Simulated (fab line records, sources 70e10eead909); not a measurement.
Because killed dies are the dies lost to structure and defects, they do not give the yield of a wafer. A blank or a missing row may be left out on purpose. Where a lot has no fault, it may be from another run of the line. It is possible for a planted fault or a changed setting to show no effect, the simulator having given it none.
Matching of chambers / flow nand_harc / 4 sister chambers for NHARC_P_BONDPAD_STRIP_15 on rie_diel-09
The step strips in O2. 7 wafers are shown with their chamber, then 8 later ones without.

WAFERS, EACH WITH ITS CHAMBER
wafer=L078.4; chamber=2; drypump_motor_current_A (A)=6.6; oes_product_au (a.u.)=1.007
wafer=L085.4; chamber=3; drypump_motor_current_A (A)=4.9; oes_product_au (a.u.)=0.992
wafer=L085.5; chamber=1; drypump_motor_current_A (A)=5.5; oes_product_au (a.u.)=0.976
wafer=L086.2; chamber=0; drypump_motor_current_A (A)=5.4; oes_product_au (a.u.)=1.003
wafer=L086.5; chamber=3; drypump_motor_current_A (A)=4.9; oes_product_au (a.u.)=0.991
wafer=L086.6; chamber=0; drypump_motor_current_A (A)=5.4; oes_product_au (a.u.)=1.001
wafer=L090.1; chamber=1; drypump_motor_current_A (A)=5.6; oes_product_au (a.u.)=0.963

WAFERS WHOSE CHAMBER IS MISSING
wafer=L090.2; drypump_motor_current_A (A)=5.4; oes_product_au (a.u.)=0.987
wafer=L090.3; drypump_motor_current_A (A)=4.9; oes_product_au (a.u.)=0.991
wafer=L091.1; drypump_motor_current_A (A)=4.9; oes_product_au (a.u.)=1.005
wafer=L091.2; drypump_motor_current_A (A)=5.6; oes_product_au (a.u.)=0.974
wafer=L091.3; drypump_motor_current_A (A)=5.5; oes_product_au (a.u.)=0.994
wafer=L097.2; drypump_motor_current_A (A)=4.9; oes_product_au (a.u.)=1.008
wafer=L097.5; drypump_motor_current_A (A)=5.5; oes_product_au (a.u.)=0.984
wafer=L097.6; drypump_motor_current_A (A)=5.6; oes_product_au (a.u.)=1.007

WHICH CHAMBER EACH WENT THROUGH
wafer=L090.2; from the rows above=0; in truth=0
wafer=L090.3; from the rows above=3; in truth=3
wafer=L091.1; from the rows above=3; in truth=3
wafer=L091.2; from the rows above=1; in truth=1
wafer=L091.3; from the rows above=can't be placed: 0 or 1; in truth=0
wafer=L097.2; from the rows above=3; in truth=3
wafer=L097.5; from the rows above=can't be placed: 1 or 0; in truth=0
wafer=L097.6; from the rows above=0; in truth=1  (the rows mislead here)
5 of 8 placed correctly. From these rows, 2 cannot be placed; in 2 the true chamber is one of the candidates. Number placed wrongly: 1.
How it was worked out, from the rows above alone: a wafer's distance from a chamber is the root of the sum, over the readings, of the square of ((its reading less the chamber's mean) divided by the reading's scatter). The wafer belongs to the nearest chamber; if the next one is less than 2 further off, it can't be placed. For every chamber, the mean is computed from those of its wafers that are shown. How the scatter is found: for the shown wafers, subtract from each reading the mean of its chamber, square and add these, divide the total by (wafers less chambers), then take the root.
